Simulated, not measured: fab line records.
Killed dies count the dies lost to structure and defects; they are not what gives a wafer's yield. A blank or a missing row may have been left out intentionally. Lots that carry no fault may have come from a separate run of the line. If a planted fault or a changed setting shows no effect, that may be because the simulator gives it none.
fab line records	flow n5-finfet
record lots=7	wafers=21
route steps=1938 shown SD_EPI_P@295 SD_ACTIVATION@330 SDB@350 HKMG_FIN@406 MOL_CONTACT_COAG@537 BEOL_M0_SAQP@658 BEOL_M0@726 BEOL_M2@857
start-h: start of the lot's first displayed wafer, in hours after the record's first day	wait-h: hours elapsed since this lot's preceding step	" the same as in the row above	L1.1+2: one row covering several wafers at once	- either no value or no given start	* or withheld: withheld	< > ~ a bound
route shown NAME@n: a module of which the file shows steps, and the number in the route of the first	usual: average and standard deviation across the fault-free wafers	same: alike in all rows	chamber/n: place in a boat	sites: per-site readings	_std_site: standard deviation across them	_edge_site: outer sites' mean less inner sites'	radius-mm: how far each site lies from the wafer's centre	mask NAME#n: copy n	behind: tool/chamber where the wafer was last shaped	hold: reason for holding the lot/hours on hold/outcome of the hold	device: whichever transistor did not switch (one of n, p or np)	end of line: tests run on the same wafers once the route is complete	a step with no rows: only its recipe	killed: count of dies lost to structure and defects at first sort (not the wafer's yield)	map: a wafer's dies, x killed, . not, _ none there
set.NAME: setting as actually run; set.NAME@STEP: the setting as run at that earlier step	model.NAME: the simulator's own value behind a step, which no gauge read
lots where settings were altered on purpose, with a table for each step and a row for each wafer
## steps
# step N5_SD_EPI_P_COAT_34
# recipe resist=SOC	temp-c=250	time-s=60	spin-rpm=1500	resist-thk-nm=350
lot.wafer	tool	chamber	start-h	wait-h	set.spin-rpm	model.SOC_of_SD_EPI_P_COAT_34.thk-nm
L077.2	litho-track-02	0	75.24	0.0	1500	351
L077.3	"	0	"	"	1500	351.6
L077.4	"	0	"	"	1500	350.8
L084.1	litho-track-02	0	114.28	0.0	1500	349.8
L084.2	"	0	"	"	1500	348.4
L084.4	"	0	"	"	1606	338.4
L086.2+4	litho-track-05	0	131.42	0.0	1500	349.2
L086.6	"	0	"	"	1500	348.6
L087.1	litho-track-02	0	132.38	0.0	1500	349.4
L087.2	"	0	"	"	1594	340
L087.6	"	0	"	"	1500	349.8
L093.4	litho-track-05	0	167.38	0.0	1500	349.2
L093.5	"	0	"	"	1500	350.2
L093.6	"	0	"	"	1500	351.6
L096.2	litho-track-02	0	188.01	0.0	1500	349.8
L096.4	"	0	"	"	1553	343.6
L096.6	"	0	"	"	1500	350
L097.1	litho-track-03	0	190.97	0.0	1500	349.6
L097.3	"	0	"	"	1422	359.2
L097.4	"	0	"	"	1422	360
# step N5_SD_EPI_P_COAT_35
# recipe resist=SiARC	temp-c=220	time-s=60	spin-rpm=1500	resist-thk-nm=35
# step N5_SD_EPI_P_COAT_03
# recipe resist=CAR-ArF-block	spin-rpm=1500	resist-thk-nm=150
# step N5_SD_EPI_P_EPI_21
# recipe material=SiGe:B	dopant=B	temp-c=550	pressure-torr=20	ambient=H2	time-s=355
# step N5_SD_EPI_P_HM_STRIP_48
# recipe chemistry=H3PO4	temp-c=160	material=SiNx	target=SiNx	target-depth-a=30	overetch-fraction=0.3
lot.wafer	tool	chamber	start-h	wait-h	set.epi-growth-time-s@SD_EPI_N_EPI_21	model.Si-P_of_SD_EPI_N_EPI_21.thk-nm
L077.2	wet-bench-04	4	80.11	0.0	690	58.6
L077.3	"	6	"	"	690	59
L077.4	"	7	"	"	690	58.8
L084.1	wet-bench-06	4	119.04	0.0	690	58.4
L084.2	"	0	"	"	690	59.4
L084.4	"	2	"	"	690	59
L086.2	wet-bench-06	1	136.30	0.0	644	55.4
L086.4	"	0	"	"	690	58.6
L086.6	"	4	"	"	690	58.2
L087.1	wet-bench-05	0	137.31	0.0	736.9	60.6
L087.2	"	6	"	"	736.9	60.8
L087.6	"	1	"	"	690	58
L093.4+6	wet-bench-04	7,1	171.67	0.0	690	59.2
L093.5	"	4	"	"	690	58.8
L096.2	wet-bench-04	4	192.05	0.0	690	57.8
L096.4	"	3	"	"	736	60.8
L096.6	"	0	"	"	736	60.6
L097.1	wet-bench-05	5	195.02	0.0	690	57.8
L097.3	"	4	"	"	690	58
L097.4	"	6	"	"	648.4	55.2
# step N5_SD_EPI_P_SRD_49
# recipe dry=ipa-marangoni	time-s=30	temp-c=23	rinse-liquid=diw
# step N5_SD_EPI_P_PRECLEAN_24
# recipe chemistry=O3/DIW	time-s=45	temp-c=22	o3-ppm=10
lot.wafer	tool	chamber	start-h	wait-h	set.epi-growth-time-s@SD_EPI_N_EPI_21	model.Si-P_of_SD_EPI_N_EPI_21.thk-nm
L077.2	wet-bench-04	4	80.25	0.0	690	58.4
L077.3+4	"	6,7	"	"	690	58.8
L084.1	wet-bench-06	4	119.11	0.0	690	58.2
L084.2	"	0	"	"	690	59.2
L084.4	"	2	"	"	690	59
L086.2	wet-bench-06	1	136.37	0.0	644	55.2
L086.4	"	0	"	"	690	58.6
L086.6	"	4	"	"	690	58
L087.1+2	wet-bench-05	0,6	137.38	0.0	736.9	60.6
L087.6	"	1	"	"	690	58
L093.4+6	wet-bench-04	7,1	171.74	0.0	690	59
L093.5	"	4	"	"	690	58.6
L096.2	wet-bench-04	4	192.12	0.0	690	57.6
L096.4+6	"	3,0	"	"	736	60.6
L097.1+3	wet-bench-05	5,4	195.09	0.0	690	57.8
L097.4	"	6	"	"	648.4	55
# step N5_SD_EPI_P_PRECLEAN_32
# recipe chemistry=dHF	time-s=10	dilution=500:1	temp-c=25
# step N5_SD_EPI_P_PRECLEAN_33
# recipe chemistry=SC2	time-s=45	temp-c=35	mix=1:1:50
# step N5_SD_ACTIVATION_RTA_00
# recipe temp-c=975	time-s=0	ambient=N2	idle-temp-c=600	ramp-up-c-per-s=150	ramp-down-c-per-s=60	cool-to-c=600
# step N5_SD_ACTIVATION_LSA_01
# recipe temp-c=1080	time-s=0.0008	ambient=N2
# step N5_SD_ACTIVATION_RS_MEAS_03
# recipe thk-meas-gauge=four-point-probe
# usual RS_SD_N=21.88/0.26	RS_SD_P=55.9/0.83
lot.wafer	tool	chamber	start-h	wait-h	set.epi-growth-time-s@SD_EPI_N_EPI_21	RS_SD_N[ohm/sq]	RS_SD_P[ohm/sq]
L077.2	film-metro-02	-	80.81	0.2	690	21.79	56.7
L077.3	"	-	"	"	690	21.58	56.5
L077.4	"	-	"	"	690	21.73	56.3
L084.1	film-metro-01	-	119.82	0.2	690	21.99	56.0
L084.2	"	-	"	"	690	21.70	56.8
L084.4	"	-	"	"	690	22.14	56.0
L086.2	film-metro-02	-	136.98	0.2	644	23.03	55.7
L086.4	"	-	"	"	690	21.69	55.0
L086.6	"	-	"	"	690	21.72	55.2
L087.1	film-metro-01	-	137.88	0.2	736.9	20.77	56.0
L087.2	"	-	"	"	736.9	21.06	56.6
L087.6	"	-	"	"	690	21.91	56.3
L093.4	film-metro-01	-	172.35	0.1	690	21.60	56.8
L093.5	"	-	"	"	690	22.01	56.3
L093.6	"	-	"	"	690	21.53	56.1
L096.2	film-metro-01	-	192.65	0.2	690	22.18	53.4
L096.4	"	-	"	"	736	21.21	53.7
L096.6	"	-	"	"	736	21.23	53.2
L097.1	film-metro-02	-	195.60	0.2	690	21.94	57.4
L097.3	"	-	"	"	690	22.31	55.5
L097.4	"	-	"	"	648.4	23.27	56.2
# step N5_SDB_COAT_05
# recipe resist=CAR-ArF	spin-rpm=1500	resist-thk-nm=90
lot.wafer	tool	chamber	start-h	wait-h	set.spin-rpm	model.CAR-ArF_of_SDB_COAT_05.thk-nm
L077.2+4	litho-track-04	0	-	-	1664	85.2
L077.3	"	0	"	"	1500	90
L084.1+2	litho-track-02	0	-	-	1500	89.8
L084.4	"	0	"	"	1500	90
L086.2	litho-track-04	0	-	-	1500	90
L086.4	"	0	"	"	1557	88.4
L086.6	"	0	"	"	1500	90.2
L087.1	litho-track-02	0	-	-	1655	85.8
L087.2	"	0	"	"	1500	89.8
L087.6	"	0	"	"	1500	90
L093.4+6	litho-track-01	0	-	-	1500	89.8
L093.5	"	0	"	"	1500	90
L096.2	litho-track-01	0	-	-	1500	89.8
L096.4	"	0	"	"	1366	94
L096.6	"	0	"	"	1500	90
L097.1+4	litho-track-02	0	-	-	1500	90.2
L097.3	"	0	"	"	1377	94.2
# step N5_SDB_EBR_07
# recipe solvent=PGMEA	ebr-width-mm=1.5
# step N5_SDB_SOFTBAKE_06
# recipe temp-c=110	time-s=60	resist=CAR-ArF
# step N5_SDB_DESCUM_16
# recipe chemistry=O2	time-s=7.9	source-power-w=50	bias-power-w=20	pressure-mtorr=20	rf-frequency-hz=2.712e+07	temp-c=40	resist=CAR-ArF	o2-flow-sccm=225
# step N5_SDB_ETCH_17
# recipe chemistry=CF4	target=SiARC	target-depth-a=234	mask-material=CAR-ArF	time-s=39	ion-energy-ev=80	pressure-mtorr=40	source-w=545	bias-w=36	Ar_flow_sccm=100	cf4-flow-sccm=100	ends=cleared
lot.wafer	tool	chamber	start-h	wait-h	set.spin-rpm@SDB_COAT_05	model.CAR-ArF_of_SDB_COAT_05.thk-nm
L077.2	rie-diel-03	1	88.07	0.0	1664	61.8
L077.3	"	2	"	"	1500	66.8
L077.4	"	0	"	"	1664	62
L084.1+2	rie-diel-06	3,1	127.78	0.0	1500	66.4
L084.4	"	2	"	"	1500	66.6
L086.2+6	rie-diel-06	1,3	144.51	0.0	1500	66.8
L086.4	"	2	"	"	1557	65.2
L087.1	rie-diel-01	2	145.09	0.0	1655	62.4
L087.2	"	0	"	"	1500	66.6
L087.6	"	0	"	"	1500	66.8
L093.4+6	rie-diel-06	0,3	180.44	0.0	1500	66.6
L093.5	"	2	"	"	1500	66.8
L096.2	rie-diel-01	2	200.07	0.0	1500	66.4
L096.4	"	1	"	"	1366	70.6
L096.6	"	2	"	"	1500	66.6
L097.1	rie-diel-06	0	203.17	0.0	1500	67
L097.3	"	3	"	"	1377	70.8
L097.4	"	1	"	"	1500	66.8
# step N5_HKMG_FIN_ETCH_58
# recipe chemistry=N2/H2	target=SOC	target-depth-a=2158	ion-energy-ev=50	bias-w=13	time-s=741	pressure-mtorr=30	source-w=875	n2-flow-sccm=200	h2-flow-sccm=200
# usual rf-vpp-V=99.3/0.89
lot.wafer	tool	chamber	start-h	wait-h	set.bias-w	rf-vpp-V
L077.2	rie-diel-06	0	94.22	0.0	14.53	107.7
L077.3	"	3	"	"	13	99.8
L077.4	"	2	"	"	14.53	107.3
L084.1	rie-diel-01	3	134.24	0.0	11.98	93.9
L084.2	"	2	"	"	11.98	93.0
L084.4	"	1	"	"	13	99.3
L086.2	rie-diel-03	2	150.75	0.0	12.25	96.1
L086.4	"	1	"	"	12.25	95.3
L086.6	"	2	"	"	12.25	95.7
L087.1	rie-diel-01	1	151.79	0.0	13	97.5
L087.2	"	0	"	"	13	99.9
L087.6	"	3	"	"	13	98.7
L093.4	rie-diel-01	2	186.58	0.2	13	98.9
L093.5	"	3	"	"	13	99.8
L093.6	"	1	"	"	13	99.9
L096.2	rie-diel-06	1	205.83	0.0	13	99.7
L096.4	"	1	"	"	13	101.4
L096.6	"	3	"	"	13	99.2
L097.1	rie-diel-01	0	209.30	0.0	13	99.4
L097.3	"	1	"	"	13	100.3
L097.4	"	2	"	"	12.36	95.6
# step N5_HKMG_FIN_PEB_10
# recipe peb-temp-c=withheld	peb-time-s=60	resist=CAR-ArF
lot.wafer	tool	chamber	start-h	wait-h	set.peb-time-s
L077.2+3+4	litho-track-03	0	97.13	0.0	60
L084.1+2+4	litho-track-05	0	137.27	0.1	60
L086.2+4	litho-track-03	0	153.77	0.0	60
L086.6	"	0	"	"	71.79
L087.1	litho-track-03	0	155.47	0.1	64.49
L087.2+6	"	0	"	"	60
L093.4+5+6	litho-track-01	0	189.30	0.0	60
L096.2	litho-track-01	0	208.90	0.0	60
L096.4+6	"	0	"	"	53.82
L097.1+4	litho-track-05	0	212.21	0.1	64.94
L097.3	"	0	"	"	60
# step N5_HKMG_FIN_DEVELOP_11
# recipe develop-time-s=30	developer=TMAH	resist=CAR-ArF	dev-temp-c=23	rinse-liquid=diw	dry=air-spin
# step N5_HKMG_FIN_CD_MEAS_12
# recipe target-cd-nm=92.8	landing-energy-ev=500	detector=se-inlens
# usual cd-nm=92.6/0.7
lot.wafer	tool	chamber	start-h	wait-h	set.peb-time-s@HKMG_FIN_PEB_10	cd-nm
L077.2	cd-sem-03	0	97.20	-	60	94.1
L077.3	"	0	"	"	60	92.6
L077.4	"	0	"	"	60	92.6
L084.1	cd-sem-02	0	137.34	-	60	92.5
L084.2	"	0	"	"	60	92.2
L084.4	"	0	"	"	60	91.0
L086.2	cd-sem-03	0	153.84	-	60	93.9
L086.4	"	0	"	"	60	94.3
L086.6	"	0	"	"	71.79	98.9
L087.1	cd-sem-03	0	155.53	-	64.49	90.1
L087.2	"	0	"	"	60	87.7
L087.6	"	0	"	"	60	87.2
L093.4	cd-sem-03	0	189.37	-	60	92.3
L093.5	"	0	"	"	60	92.9
L093.6	"	0	"	"	60	93.0
L096.2	cd-sem-03	0	208.96	-	60	91.9
L096.4	"	0	"	"	53.82	88.1
L096.6	"	0	"	"	53.82	89.5
L097.1	cd-sem-02	0	212.27	-	64.94	98.3
L097.3	"	0	"	"	60	95.6
L097.4	"	0	"	"	64.94	97.3
# step N5_MOL_CONTACT_COAG_ETCH_15
# recipe chemistry=CH3F/O2	target=SiNx	target-depth-a=70	mask-material=SOC	stop-on=Si:P	over-etch-frac=0.75	ion-energy-ev=120	pressure-mtorr=30	source-w=395	bias-w=73	Ar_flow_sccm=150	CH3F_flow_sccm=30	O2_flow_sccm=20
# usual rf-vpp-V=296/4.6
lot.wafer	tool	chamber	start-h	wait-h	set.source-w	rf-vpp-V
L077.2	rie-diel-01	2	110.45	0.0	395	290
L077.3	"	0	"	"	395	292
L077.4	"	3	"	"	348.6	313
L084.1	rie-diel-01	0	150.66	0.0	395	291
L084.2	"	3	"	"	395	295
L084.4	"	2	"	"	395	289
L086.2	rie-diel-06	1	167.01	0.0	395	299
L086.4	"	3	"	"	395	293
L086.6	"	2	"	"	395	298
L087.1	rie-diel-06	2	169.45	0.0	336.1	323
L087.2	"	1	"	"	336.1	324
L087.6	"	1	"	"	395	300
L093.4	rie-diel-06	0	201.88	0.0	395	303
L093.5	"	1	"	"	395	299
L093.6	"	3	"	"	395	291
L096.2	rie-diel-01	3	222.22	0.0	335.5	319
L096.4	"	1	"	"	335.5	322
L096.6	"	3	"	"	395	294
L097.1	rie-diel-06	0	224.76	0.0	366.8	314
L097.3	"	2	"	"	395	299
L097.4	"	1	"	"	395	299
# step N5_BEOL_M0_SAQP_MANDREL_ETCH_20
# recipe target-depth-a=600	chemistry=HBr/Cl2	target=a-Si	stop-on=SiNx	bt-time-s=10	mask-material=SOC	over-etch-frac=0.5	time-s=30	pressure-mtorr=10	icp-w=800	bias-w=75	HBr_flow_sccm=150	Cl2_flow_sccm=80	ends=end-point
lot.wafer	tool	chamber	start-h	wait-h	set.icp-w	model.SOC_of_BEOL_M0_SAQP_COAT_81.thk-nm
L077.2	rie-si-06	0	128.44	0.0	800	76.2
L077.3	"	3	"	"	800	75.8
L077.4	"	2	"	"	800	75.2
L084.1	rie-si-01	3	172.75	0.0	800	76
L084.2+4	"	0,1	"	"	753.5	76.8
L086.2	rie-si-01	0	184.70	0.0	800	75.8
L086.4	"	3	"	"	934.6	74
L086.6	"	3	"	"	934.6	74.2
L087.1	rie-si-03	3	190.53	0.0	800	76.6
L087.2	"	1	"	"	731.7	77.6
L087.6	"	2	"	"	800	76.4
L093.4+6	rie-si-01	3,2	220.75	0.0	800	75.8
L093.5	"	1	"	"	800	75.6
L096.2	rie-si-06	1	239.21	0.0	800	75.6
L096.4	"	0	"	"	875.3	75
L096.6	"	0	"	"	800	76.4
L097.1	rie-si-01	3	242.96	0.0	800	76.2
L097.3	"	1	"	"	662.6	77.6
L097.4	"	2	"	"	800	76
# step N5_BEOL_M0_SAQP_COAT_87
# recipe resist=underlayer	temp-c=205	time-s=60	spin-rpm=1500	resist-thk-nm=5
lot.wafer	tool	chamber	start-h	wait-h	set.spin-rpm
L077.2	litho-track-02	0	-	-	1500
L077.3+4	"	0	"	"	1560
L084.1+2	litho-track-02	0	-	-	1500
L084.4	"	0	"	"	1543
L086.2+4+6	litho-track-05	0	-	-	1500
L087.1	litho-track-05	0	-	-	1500
L087.2+6	"	0	"	"	1643
L093.4+5+6	litho-track-03	0	-	-	1500
L096.2+6	litho-track-05	0	-	-	1630
L096.4	"	0	"	"	1500
L097.1+4	litho-track-02	0	-	-	1428
L097.3	"	0	"	"	1500
# step N5_BEOL_M0_SAQP_COAT_34
# recipe resist=CAR-EUV	spin-rpm=1500	resist-thk-nm=30
# step N5_BEOL_M0_SAQP_EBR_36
# recipe solvent=PGMEA	ebr-width-mm=1.5
# step N5_BEOL_M0_SAQP_DESCUM_45
# recipe chemistry=O2	time-s=7	source-power-w=50	bias-power-w=20	pressure-mtorr=20	rf-frequency-hz=2.712e+07	temp-c=40	resist=CAR-EUV	o2-flow-sccm=225
# step N5_BEOL_M0_SAQP_ETCH_88
# recipe chemistry=N2/H2	target=underlayer	target-depth-a=65	time-s=5.2	ion-energy-ev=200	mask-material=CAR-EUV	pressure-mtorr=30	source-w=840	bias-w=150	n2-flow-sccm=200	h2-flow-sccm=200	ends=cleared
lot.wafer	tool	chamber	start-h	wait-h	set.spin-rpm@BEOL_M0_SAQP_COAT_87	model.etch.depth-nm
L077.2	rie-diel-02	2	132.67	0.0	1500	4.992
L077.3	"	0	"	"	1560	4.882
L077.4	"	3	"	"	1560	4.89
L084.1	rie-diel-02	0	180.24	0.0	1500	5.008
L084.2	"	3	"	"	1500	4.996
L084.4	"	2	"	"	1543	4.945
L086.2	rie-diel-05	3	188.54	0.0	1500	4.994
L086.4	"	2	"	"	1500	5.017
L086.6	"	3	"	"	1500	5.023
L087.1	rie-diel-05	2	194.59	0.0	1500	5.008
L087.2	"	3	"	"	1643	4.779
L087.6	"	3	"	"	1643	4.789
L093.4+5	rie-diel-02	0,2	225.77	0.0	1500	4.975
L093.6	"	3	"	"	1500	4.971
L096.2	rie-diel-05	2	243.20	0.0	1630	4.802
L096.4	"	1	"	"	1500	4.995
L096.6	"	2	"	"	1630	4.788
L097.1	rie-diel-02	0	247.13	0.0	1428	5.122
L097.3	"	3	"	"	1500	5.014
L097.4	"	2	"	"	1428	5.14
# step N5_BEOL_M0_ETCH_109
# recipe chemistry=CH3F/O2	target-depth-a=80	overetch-a=24	target=SiCN	time-s=27.4	ion-energy-ev=120	pressure-mtorr=30	source-w=395	bias-w=75	Ar_flow_sccm=150	CH3F_flow_sccm=30	O2_flow_sccm=20
# usual rf-vpp-V=297.8/1.3
lot.wafer	tool	chamber	start-h	wait-h	set.bias-w	rf-vpp-V
L077.2	rie-diel-03	1	137.03	0.0	75	295.8
L077.3	"	2	"	"	75	298.2
L077.4	"	2	"	"	75	299.2
L084.1	rie-diel-03	3	183.60	0.0	82.79	315.7
L084.2	"	2	"	"	82.79	318.2
L084.4	"	0	"	"	82.79	317.8
L086.2	rie-diel-01	0	194.36	0.4	62.75	266.9
L086.4	"	3	"	"	75	296.8
L086.6	"	1	"	"	75	297.9
L087.1	rie-diel-03	2	198.12	0.2	75	298.3
L087.2	"	1	"	"	85.53	323.2
L087.6	"	3	"	"	75	297.2
L093.4	rie-diel-01	1	229.60	0.0	75	297.3
L093.5	"	0	"	"	75	297.3
L093.6	"	3	"	"	75	295.2
L096.2	rie-diel-03	3	246.31	0.0	75	296.6
L096.4	"	0	"	"	75	298.6
L096.6	"	3	"	"	75	296.9
L097.1	rie-diel-01	2	256.42	0.0	88.23	328.7
L097.3	"	0	"	"	75	300.1
L097.4	"	1	"	"	88.23	331.2
# step N5_BEOL_M2_DESCUM_16
# recipe chemistry=O2	time-s=7	source-power-w=50	bias-power-w=20	pressure-mtorr=20	rf-frequency-hz=2.712e+07	temp-c=40	resist=CAR-EUV	o2-flow-sccm=225
lot.wafer	tool	chamber	start-h	wait-h	set.time-s	model.CAR-EUV_of_BEOL_M2_COAT_05.thk-nm
L077.2	rie-diel-01	0	150.18	0.0	6.564	26.2
L077.3+4	"	1,3	"	"	7	26
L084.1	rie-diel-03	0	199.92	0.0	7	26
L084.2	"	3	"	"	6.106	26.4
L084.4	"	2	"	"	7	26.2
L086.2+4	rie-diel-06	0,1	207.54	0.2	7	26.2
L086.6	"	2	"	"	8.553	25.4
L087.1+6	rie-diel-03	2	212.04	0.1	8.112	25.6
L087.2	"	1	"	"	7	26.2
L093.4+5	rie-diel-06	2,0	246.00	0.0	7	26
L093.6	"	3	"	"	7	25.8
L096.2	rie-diel-06	2	262.63	0.0	6.112	26.4
L096.4	"	1	"	"	7	26.2
L096.6	"	1	"	"	6.112	26.6
L097.1+3	rie-diel-06	1,0	274.54	0.0	7	26
L097.4	"	2	"	"	7	25.8
## key
split step=N5_SD_EPI_P_COAT_34	setting=spin-rpm	stated=1500	by=wafer
response step=N5_SD_EPI_P_COAT_34	reading=model.SOC_of_SD_EPI_P_COAT_34.thk-nm	change=-1.63	per=1%	r=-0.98
split step=N5_SDB_COAT_05	setting=spin-rpm	stated=1500	by=wafer
response step=N5_SDB_COAT_05	reading=model.CAR-ArF_of_SDB_COAT_05.thk-nm	change=-0.44	per=1%	r=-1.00
response step=N5_SDB_ETCH_17	reading=model.CAR-ArF_of_SDB_COAT_05.thk-nm	change=-0.445	per=1%	r=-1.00
split step=N5_HKMG_FIN_ETCH_58	setting=bias-w	stated=13	by=wafer
response step=N5_HKMG_FIN_ETCH_58	reading=rf-vpp-V	change=+0.708	per=1%	r=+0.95
split step=N5_HKMG_FIN_PEB_10	setting=peb-time-s	stated=60	by=wafer
response step=N5_HKMG_FIN_CD_MEAS_12	reading=cd-nm	change=+0.265	per=1%	r=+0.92
split step=N5_MOL_CONTACT_COAG_ETCH_15	setting=source-w	stated=395	by=wafer
response step=N5_MOL_CONTACT_COAG_ETCH_15	reading=rf-vpp-V	change=-1.72	per=1%	r=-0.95
split step=N5_BEOL_M0_SAQP_MANDREL_ETCH_20	setting=icp-w	stated=800	by=wafer
response step=N5_BEOL_M0_SAQP_MANDREL_ETCH_20	reading=model.SOC_of_BEOL_M0_SAQP_COAT_81.thk-nm	change=-0.101	per=1%	r=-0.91
split step=N5_BEOL_M0_SAQP_COAT_87	setting=spin-rpm	stated=1500	by=wafer
response step=N5_BEOL_M0_SAQP_ETCH_88	reading=model.etch.depth-nm	change=-0.0236	per=1%	r=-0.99
split step=N5_BEOL_M0_ETCH_109	setting=bias-w	stated=75	by=wafer
response step=N5_BEOL_M0_ETCH_109	reading=rf-vpp-V	change=+1.78	per=1%	r=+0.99
split step=N5_BEOL_M2_DESCUM_16	setting=time-s	stated=7	by=wafer
response step=N5_BEOL_M2_DESCUM_16	reading=model.CAR-EUV_of_BEOL_M2_COAT_05.thk-nm	change=-0.0327	per=1%	r=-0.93
split outside-this-file step=N5_SD_EPI_N_EPI_21 setting=epi-growth-time-s
# split outside-this-file: this setting was split too, and the file shows its column; the key of that split is in another file
